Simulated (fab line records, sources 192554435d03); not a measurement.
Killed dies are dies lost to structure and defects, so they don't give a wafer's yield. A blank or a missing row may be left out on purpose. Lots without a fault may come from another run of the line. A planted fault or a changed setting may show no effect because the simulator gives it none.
fab line records | flow n5_finfet | part 1 of 2: steps 1 to 4 of 6
record lots=24 wafers=72 last_day=17
route steps=1938 shown BEOL_M6@1217 BEOL_M7@1284 BEOL_M8@1335
lots that met no fault: from a run of the same line without faults
start_h: hours from the record's first day to the start of the lot's first wafer shown | wait_h: hours since the lot's step before | " the same as in the row above | L1.1+2: a row that stands for several wafers | - no value, or no start given | * or withheld: withheld | < > ~ a bound
route shown NAME@n: a module of which the file shows steps, and the number in the route of the first | usual: mean/standard deviation of fault-free wafers | same: alike in all rows | chamber/n: place in a boat | sites: the reading at each site | _std_site: their standard deviation | _edge_site: outer sites' mean less inner sites' | radius_mm: how far each site lies from the wafer's centre | mask NAME#n: copy n | behind: the tool/chamber that last shaped the wafer | hold: why the lot was held/for how many hours/how that ended | device: the transistor (n, p or np) that didn't switch | end of line: the same wafers' tests at the end of the route | a step without rows: its recipe alone | killed: dies lost to structure and defects at the first sort, not the wafer's yield | map: a wafer's dies, x killed, . not, _ none there
set.NAME: the setting as run; set.NAME@STEP: as run at that earlier step | model.NAME: the simulator's own value behind a step, which no gauge read
steps of the route over a sample of lots; a table a step, a row a wafer
services: from which hour (start_h, from the record's first day; less than 0 if before it) a tool's chamber was out of use, for how many hours, and why
## steps
# step N5_BEOL_M6_CD_MEAS_18
# recipe pitch_nm=80 target_cd_nm=40
# usual cd_nm=40.2/0.44
# columns lot.wafer tool chamber start_h wait_h cd_nm
L074.4 cd_sem-02 - 172.49 0.1 40.2
L074.5 " - " " 39.8
L074.6 " - " " 39.9
L075.1 cd_sem-01 - 187.48 0.0 40.0
L075.3 " - " " 40.0
L075.6 " - " " 40.4
L076.1 cd_sem-03 - 196.94 0.0 40.9
L076.3 " - " " 40.9
L076.5 " - " " 41.2
L077.1 cd_sem-02 - 197.09 0.0 40.0
L077.2 " - " " 39.5
L077.5 " - " " 40.2
L078.1 cd_sem-03 - 212.94 0.0 39.9
L078.3 " - " " 39.9
L078.5 " - " " 40.4
L080.1 cd_sem-03 - 216.17 0.0 39.8
L080.4 " - " " 39.8
L080.6 " - " " 39.7
L079.2 cd_sem-01 - 216.23 0.1 40.7
L079.4 " - " " 40.4
L079.5 " - " " 41.0
L081.3 cd_sem-02 - 220.08 0.1 40.6
L081.4 " - " " 39.8
L081.5 " - " " 40.7
L082.2 cd_sem-02 - 240.67 0.1 40.2
L082.3 " - " " 39.8
L082.6 " - " " 39.9
L083.3 cd_sem-03 - 242.47 0.1 39.3
L083.4 " - " " 39.8
L083.5 " - " " 39.5
L084.4 cd_sem-01 - 246.30 0.1 40.3
L084.5 " - " " 40.1
L084.6 " - " " 40.0
L085.2 cd_sem-03 - 246.60 0.1 40.4
L085.4 " - " " 39.9
L085.5 " - " " 40.3
L086.1 cd_sem-02 - 250.42 0.0 40.7
L086.2 " - " " 40.8
L086.6 " - " " 39.9
L087.1 cd_sem-03 - 250.64 0.0 40.4
L087.2 " - " " 40.1
L087.3 " - " " 40.2
L088.1 cd_sem-01 - 269.37 0.0 39.6
L088.4 " - " " 39.5
L088.5 " - " " 40.2
L089.1 cd_sem-03 - 273.16 0.0 40.8
L089.3 " - " " 40.9
L089.6 " - " " 40.8
L090.3 cd_sem-02 - 277.68 0.1 40.0
L090.4 " - " " 39.5
L090.6 " - " " 39.1
L091.1 cd_sem-03 - 290.67 0.0 39.8
L091.2 " - " " 40.1
L091.6 " - " " 40.4
L092.1 cd_sem-01 - 303.49 0.0 40.4
L092.2 " - " " 40.4
L092.3 " - " " 40.0
L095.1 cd_sem-01 - 310.17 0.0 40.4
L095.4 " - " " 40.4
L095.5 " - " " 40.8
L093.3 cd_sem-02 - 314.57 0.1 39.4
L093.4 " - " " 40.8
L093.6 " - " " 40.3
L097.2 cd_sem-01 - 314.95 0.1 40.0
L097.3 " - " " 39.7
L097.6 " - " " 39.9
L094.1 cd_sem-01 - 317.56 0.0 40.4
L094.4 " - " " 40.5
L094.6 " - " " 40.1
L096.3 cd_sem-01 - 328.82 0.1 40.9
L096.4 " - " " 40.1
L096.6 " - " " 40.7
# step N5_BEOL_M6_CURE_75
# recipe temp_c=370 time_s=120 ambient=DMADMS/He material=SiCOH_lowk
# usual lamp_power_pct=52.32/0.055 wafer_temp_C_max=371.7/0.58
# columns lot.wafer tool chamber start_h wait_h lamp_power_pct wafer_temp_C_max
L074.4 uv_cure-02 0 174.18 0.2 52.30 372.0
L074.5 " 0 " " 52.25 371.7
L074.6 " 0 " " 52.43 372.4
L075.1 uv_cure-02 0 188.78 0.0 52.34 371.5
L075.3 " 0 " " 52.30 371.6
L075.6 " 0 " " 52.37 371.3
L076.1 uv_cure-03 2 199.27 0.0 52.28 372.9
L076.3 " 2 " " 52.29 372.6
L076.5 " 2 " " 52.33 371.9
L077.1 uv_cure-02 0 199.46 0.0 52.33 371.6
L077.2 " 0 " " 52.36 372.1
L077.5 " 0 " " 52.36 372.2
L078.1 uv_cure-02 2 215.40 0.0 52.35 371.5
L078.3 " 2 " " 52.32 371.9
L078.5 " 2 " " 52.26 372.3
L080.1 uv_cure-03 2 217.97 0.0 52.32 371.8
L080.4 " 2 " " 52.28 372.9
L080.6 " 2 " " 52.34 371.7
L079.2 uv_cure-02 0 218.19 0.1 52.38 372.0
L079.4 " 0 " " 52.22 372.2
L079.5 " 0 " " 52.32 371.5
L081.3 uv_cure-03 1 221.22 0.1 52.28 371.2
L081.4 " 1 " " 52.33 370.6
L081.5 " 1 " " 52.31 371.5
L082.2 uv_cure-02 0 241.78 0.1 52.24 371.6
L082.3 " 0 " " 52.31 372.3
L082.6 " 0 " " 52.45 371.7
L083.3 uv_cure-01 2 243.94 0.1 52.26 371.1
L083.4 " 2 " " 52.35 371.7
L083.5 " 2 " " 52.30 370.8
L084.4 uv_cure-01 1 248.41 0.2 52.37 372.0
L084.5 " 1 " " 52.19 372.0
L084.6 " 1 " " 52.29 371.9
L085.2 uv_cure-03 1 248.83 0.1 52.32 370.6
L085.4 " 1 " " 52.20 370.7
L085.5 " 1 " " 52.35 370.8
L086.1 uv_cure-02 2 252.34 0.1 52.31 371.6
L086.2 " 2 " " 52.31 372.1
L086.6 " 2 " " 52.39 371.3
L087.1 uv_cure-03 2 252.45 0.2 52.29 371.9
L087.2 " 2 " " 52.29 371.9
L087.3 " 2 " " 52.33 372.1
L088.1 uv_cure-03 0 271.93 0.1 52.25 372.2
L088.4 " 0 " " 52.32 371.9
L088.5 " 0 " " 52.32 371.9
L089.1 uv_cure-02 2 276.26 0.0 52.25 371.8
L089.3 " 2 " " 52.30 372.0
L089.6 " 2 " " 52.34 372.3
L090.3 uv_cure-03 1 279.88 0.3 52.30 370.7
L090.4 " 1 " " 52.26 371.4
L090.6 " 1 " " 52.39 370.8
L091.1 uv_cure-03 2 293.17 0.0 52.24 372.0
L091.2 " 2 " " 52.35 372.7
L091.6 " 2 " " 52.31 372.2
L092.1 uv_cure-03 1 305.59 0.3 52.37 370.5
L092.2 " 1 " " 52.32 370.7
L092.3 " 1 " " 52.30 371.1
L095.1 uv_cure-03 1 313.50 0.0 52.21 371.2
L095.4 " 1 " " 52.36 370.9
L095.5 " 1 " " 52.38 371.3
L093.3 uv_cure-01 0 315.99 0.1 52.28 371.5
L093.4 " 0 " " 52.31 371.3
L093.6 " 0 " " 52.35 371.8
L097.2 uv_cure-03 2 316.20 0.1 52.40 371.4
L097.3 " 2 " " 52.28 371.5
L097.6 " 2 " " 52.24 371.9
L094.1 uv_cure-02 0 323.07 0.0 52.36 372.1
L094.4 " 0 " " 52.29 372.2
L094.6 " 0 " " 52.34 372.3
L096.3 uv_cure-02 2 330.68 0.1 52.37 372.6
L096.4 " 2 " " 52.33 372.0
L096.6 " 2 " " 52.28 371.4
# step N5_BEOL_M6_SPUTTER_48
# recipe material=Cu target_thk_a=100 temp_c=-20 bias_v=60 power_w=26000 chamber_pressure_pa=0.13 time_s=1.667
# usual chamber_pressure_pa=0.13005/0.00028 substrate_temp_c=-20.01/0.11 throttle_valve_pct=30.2/0.96
# columns lot.wafer tool chamber start_h wait_h chamber_pressure_pa substrate_temp_c throttle_valve_pct
L074.4 pvd_sputter-03 - 175.41 0.0 0.13006 -19.98 30.1
L074.5 " - " " 0.12984 -20.05 29.6
L074.6 " - " " 0.13015 -20.14 29.2
L075.1 pvd_sputter-01 - 190.66 0.5 0.12998 -20.19 29.9
L075.3 " - " " 0.13022 -19.96 31.9
L075.6 " - " " 0.13033 -20.18 29.9
L076.1 pvd_sputter-01 - 200.36 0.1 0.13027 -19.93 31.6
L076.3 " - " " 0.13015 -19.91 30.2
L076.5 " - " " 0.13013 -19.89 31.8
L077.1 pvd_sputter-02 - 201.03 0.2 0.13039 -20.14 30.3
L077.2 " - " " 0.13 -20.05 29.2
L077.5 " - " " 0.12997 -19.97 28.9
L078.1 pvd_sputter-01 - 218.55 0.1 0.13016 -19.98 31.8
L078.3 " - " " 0.1305 -20.04 29.9
L078.5 " - " " 0.13006 -20.07 29.9
L080.1 pvd_sputter-03 - 219.11 0.1 0.13024 -20.16 29.9
L080.4 " - " " 0.13049 -20.06 30.0
L080.6 " - " " 0.12975 -19.99 31.9
L079.2 pvd_sputter-03 - 219.19 0.1 0.12959 -20.02 31.5
L079.4 " - " " 0.13002 -20.01 29.3
L079.5 " - " " 0.1301 -19.92 29.9
L081.3 pvd_sputter-01 - 222.15 0.1 0.12977 -20.06 30.0
L081.4 " - " " 0.13016 -20.17 29.9
L081.5 " - " " 0.13015 -20.06 30.1
L082.2 pvd_sputter-02 - 243.29 0.1 0.12919 -20.18 30.0
L082.3 " - " " 0.13033 -19.99 29.0
L082.6 " - " " 0.13025 -19.83 28.6
L083.3 pvd_sputter-03 - 245.53 0.1 0.13023 -20.09 29.2
L083.4 " - " " 0.1301 -19.96 31.8
L083.5 " - " " 0.1297 -20.06 29.8
L084.4 pvd_sputter-01 - 249.62 0.1 0.12975 -20.09 31.8
L084.5 " - " " 0.13022 -20.10 30.0
L084.6 " - " " 0.12952 -20.05 30.9
L085.2 pvd_sputter-01 - 251.70 1.6 0.12985 -19.87 31.7
L085.4 " - " " 0.13018 -20.20 29.9
L085.5 " - " " 0.12951 -20.03 31.8
L086.1 pvd_sputter-03 - 253.87 0.4 0.13009 -20.06 29.8
L086.2 " - " " 0.13012 -20.04 29.2
L086.6 " - " " 0.13034 -20.11 29.1
L087.1 pvd_sputter-02 - 254.03 0.1 0.13022 -20.08 30.1
L087.2 " - " " 0.12994 -19.93 29.3
L087.3 " - " " 0.13007 -19.98 29.1
L088.1 pvd_sputter-02 - 273.69 0.1 0.13026 -19.92 29.2
L088.4 " - " " 0.13017 -20.02 29.0
L088.5 " - " " 0.13015 -19.86 28.9
L089.1 pvd_sputter-03 - 277.61 0.2 0.13013 -20.16 29.9
L089.3 " - " " 0.1301 -19.83 29.0
L089.6 " - " " 0.12998 -19.91 30.1
L090.3 pvd_sputter-02 - 282.50 0.1 0.12977 -20.05 29.3
L090.4 " - " " 0.13022 -20.09 29.3
L090.6 " - " " 0.1307 -19.89 28.7
L091.1 pvd_sputter-02 - 294.79 0.2 0.12978 -20.03 28.9
L091.2 " - " " 0.12947 -19.83 29.2
L091.6 " - " " 0.13 -20.08 29.2
L092.1 pvd_sputter-01 - 306.77 0.2 0.12988 -19.90 30.0
L092.2 " - " " 0.12976 -19.95 31.6
L092.3 " - " " 0.13024 -19.90 30.7
L095.1 pvd_sputter-03 - 315.09 0.1 0.12982 -20.11 30.1
L095.4 " - " " 0.13035 -19.98 31.7
L095.5 " - " " 0.13002 -19.87 30.2
L093.3 pvd_sputter-01 - 316.92 0.1 0.13002 -19.89 29.7
L093.4 " - " " 0.12997 -20.00 31.9
L093.6 " - " " 0.13041 -20.16 32.0
L097.2 pvd_sputter-01 - 317.76 0.1 0.12982 -19.96 30.0
L097.3 " - " " 0.13016 -19.95 30.6
L097.6 " - " " 0.12965 -19.97 30.2
L094.1 pvd_sputter-01 - 324.42 0.1 0.1301 -19.96 31.7
L094.4 " - " " 0.12991 -19.86 30.3
L094.6 " - " " 0.1302 -19.75 30.6
L096.3 pvd_sputter-01 - 331.78 0.2 0.13002 -19.93 30.9
L096.4 " - " " 0.1304 -20.18 29.8
L096.6 " - " " 0.13009 -20.11 29.8
# step N5_BEOL_M7_HM_OPEN_17
# recipe chemistry=Cl2/BCl3 target_depth_a=200 overetch_a=60 target=TiN mask_material=SOC ion_energy_ev=150 pressure_mtorr=10 icp_w=1000 bias_w=126 Cl2_flow_sccm=53.25 bcl3_flow_sccm=21.75 Ar_flow_sccm=25
# usual bcl3_flow_sccm=21.74/0.061 chamber_pressure_mTorr=10.001/0.0086 drypump_motor_current_A=5.6/0.45 he_backside_leak_sccm=3.45/0.29 oes_product_au=0.64/0.083 throttle_valve_pct=22.09/0.13
# columns lot.wafer tool chamber start_h wait_h bcl3_flow_sccm chamber_pressure_mTorr drypump_motor_current_A he_backside_leak_sccm oes_product_au rf_hours_counter_h throttle_valve_pct
L074.4 rie_metal-03 1 178.99 0.1 21.82 10.007 5.1 3.56 0.60 - 22.04
L074.5 " 1 " " 21.83 10.015 5.1 3.49 0.59 - 22.04
L074.6 " 1 " " 21.77 9.989 5.2 3.62 0.59 - 22.04
L075.1 rie_metal-02 1 196.09 0.0 21.77 9.996 5.2 3.31 0.68 42 21.99
L075.3 " 0 " " 21.81 9.997 6.3 3.42 0.86 - 21.86
L075.6 " 1 " " 21.80 9.999 5.3 3.19 0.69 - 21.99
L076.1 rie_metal-03 0 204.22 0.0 21.66 10.000 5.8 3.43 0.61 66 22.24
L076.3 " 0 " " 21.66 9.985 5.8 3.34 0.61 - 22.27
L076.5 " 1 " " 21.69 9.997 5.1 3.51 0.59 - 22.03
L077.1 rie_metal-01 0 204.52 0.0 21.74 9.993 6.0 3.15 0.65 57 22.16
L077.2 " 1 " " 21.92 10.009 5.2 3.64 0.56 105 22.05
L077.5 " 1 " " 21.81 10.000 5.2 3.45 0.55 - 22.06
L078.1 rie_metal-01 0 222.41 0.0 21.71 9.994 6.0 3.42 0.64 58 22.16
L078.3 " 1 " " 21.69 9.997 5.2 2.79 0.55 - 22.08
L078.5 " 1 " " 21.76 9.987 5.2 2.73 0.55 - 22.06
L080.1 rie_metal-01 0 222.73 0.0 21.78 10.001 6.0 3.02 0.64 58 22.18
L080.4 " 1 " " 21.76 10.025 5.2 3.36 0.55 - 22.07
L080.6 " 1 " " 21.76 10.002 5.2 3.30 0.55 - 22.07
L079.2 rie_metal-02 0 223.65 0.1 21.76 9.996 6.3 3.54 0.81 - 21.86
L079.4 " 0 " " 21.78 9.993 6.3 3.45 0.82 - 21.88
L079.5 " 0 " " 21.71 9.977 6.3 3.49 0.82 - 21.87
L081.3 rie_metal-03 0 226.33 0.1 21.82 10.011 5.8 3.46 0.61 - 22.26
L081.4 " 1 " " 21.65 9.988 5.2 3.65 0.58 - 22.05
L081.5 " 0 " " 21.63 10.007 5.8 3.62 0.61 - 22.26
L082.2 rie_metal-02 1 246.81 0.0 21.79 10.004 5.3 3.52 0.66 45 22.03
L082.3 " 1 " " 21.77 10.018 5.2 3.54 0.66 - 22.03
L082.6 " 1 " " 21.79 9.999 5.2 3.41 0.67 - 22.00
L083.3 rie_metal-03 0 249.66 0.1 21.68 10.009 5.8 3.60 0.61 - 22.26
L083.4 " 1 " " 21.82 10.006 5.1 4.35 0.58 - 22.05
L083.5 " 0 " " 21.83 9.992 5.8 3.58 0.60 - 22.25
L084.4 rie_metal-03 1 252.97 0.1 21.77 10.006 5.1 3.57 0.58 - 22.08
L084.5 " 1 " " 21.75 9.999 5.1 3.59 0.58 - 22.07
L084.6 " 0 " " 21.68 10.004 5.8 3.47 0.61 - 22.28
L085.2 rie_metal-01 1 254.98 0.0 21.59 9.998 5.2 3.39 0.55 110 22.06
L085.4 " 1 " " 21.65 10.013 5.2 3.13 0.55 - 22.06
L085.5 " 0 " " 21.63 10.000 6.0 3.15 0.64 - 22.19
L086.1 rie_metal-03 0 257.92 0.0 21.70 10.008 5.8 3.65 0.60 72 22.27
L086.2 " 1 " " 21.63 9.991 5.1 3.45 0.57 86 22.07
L086.6 " 0 " " 21.72 9.993 5.8 3.54 0.60 - 22.25
L087.1 rie_metal-01 0 258.01 0.0 21.83 9.987 6.0 2.97 0.64 62 22.19
L087.2 " 1 " " 21.88 10.018 5.2 3.21 0.55 110 22.08
L087.3 " 0 " " 21.80 9.997 6.0 3.11 0.64 - 22.19
L088.1 rie_metal-01 0 277.47 0.0 21.68 9.990 6.0 3.24 0.64 64 22.17
L088.4 " 0 " " 21.74 9.991 6.0 3.24 0.64 - 22.17
L088.5 " 0 " " 21.76 10.005 6.0 3.10 0.64 - 22.18
L089.1 rie_metal-02 0 280.50 0.0 21.83 9.997 6.3 3.73 0.78 8 21.88
L089.3 " 0 " " 21.78 10.006 6.3 3.55 0.78 - 21.87
L089.6 " 0 " " 21.74 10.008 6.3 3.67 0.78 - 21.88
L090.3 rie_metal-02 1 287.25 0.1 21.59 10.009 5.2 3.58 0.66 - 22.03
L090.4 " 0 " " 21.70 10.001 6.3 3.51 0.77 - 21.90
L090.6 " 1 " " 21.66 10.000 5.2 3.45 0.67 - 22.02
L091.1 rie_metal-01 0 299.36 0.0 21.71 9.992 6.0 3.21 0.62 67 22.19
L091.2 " 0 " " 21.75 9.999 6.0 3.35 0.62 - 22.21
L091.6 " 0 " " 21.71 9.999 6.0 2.97 0.62 - 22.20
L092.1 rie_metal-03 0 309.87 0.0 21.77 10.008 5.8 3.46 0.60 77 22.28
L092.2 " 1 " " 21.80 10.004 5.1 3.43 0.57 91 22.07
L092.3 " 1 " " 21.76 9.985 5.1 3.58 0.57 - 22.06
L095.1 rie_metal-03 0 319.42 0.0 21.76 9.983 5.8 3.55 0.60 77 22.27
L095.4 " 1 " " 21.72 9.996 5.1 3.63 0.57 - 22.08
L095.5 " 0 " " 21.69 10.010 5.8 3.47 0.60 - 22.29
L093.3 rie_metal-01 0 323.54 0.1 21.74 10.001 6.0 3.24 0.63 - 22.20
L093.4 " 1 " " 21.79 10.000 5.2 3.57 0.85 - 21.81
L093.6 " 0 " " 21.81 10.002 6.0 3.22 0.62 - 22.18
L097.2 rie_metal-03 0 324.15 0.0 21.73 9.999 5.8 3.75 0.58 77 22.30
L097.3 " 0 " " 21.78 10.003 5.8 3.53 0.58 - 22.29
L097.6 " 1 " " 21.74 9.998 5.2 3.86 0.57 - 22.10
L094.1 rie_metal-03 0 328.59 0.0 21.85 9.989 5.8 3.51 0.59 78 22.28
L094.4 " 0 " " 21.74 9.990 5.8 3.63 0.60 - 22.28
L094.6 " 1 " " 21.65 9.988 5.1 3.74 0.56 - 22.06
L096.3 rie_metal-02 1 336.80 0.1 21.75 10.014 5.2 3.43 0.64 - 22.04
L096.4 " 0 " " 21.65 10.008 6.3 3.66 0.76 - 21.90
L096.6 " 1 " " 21.71 10.004 5.2 3.57 0.64 - 22.04
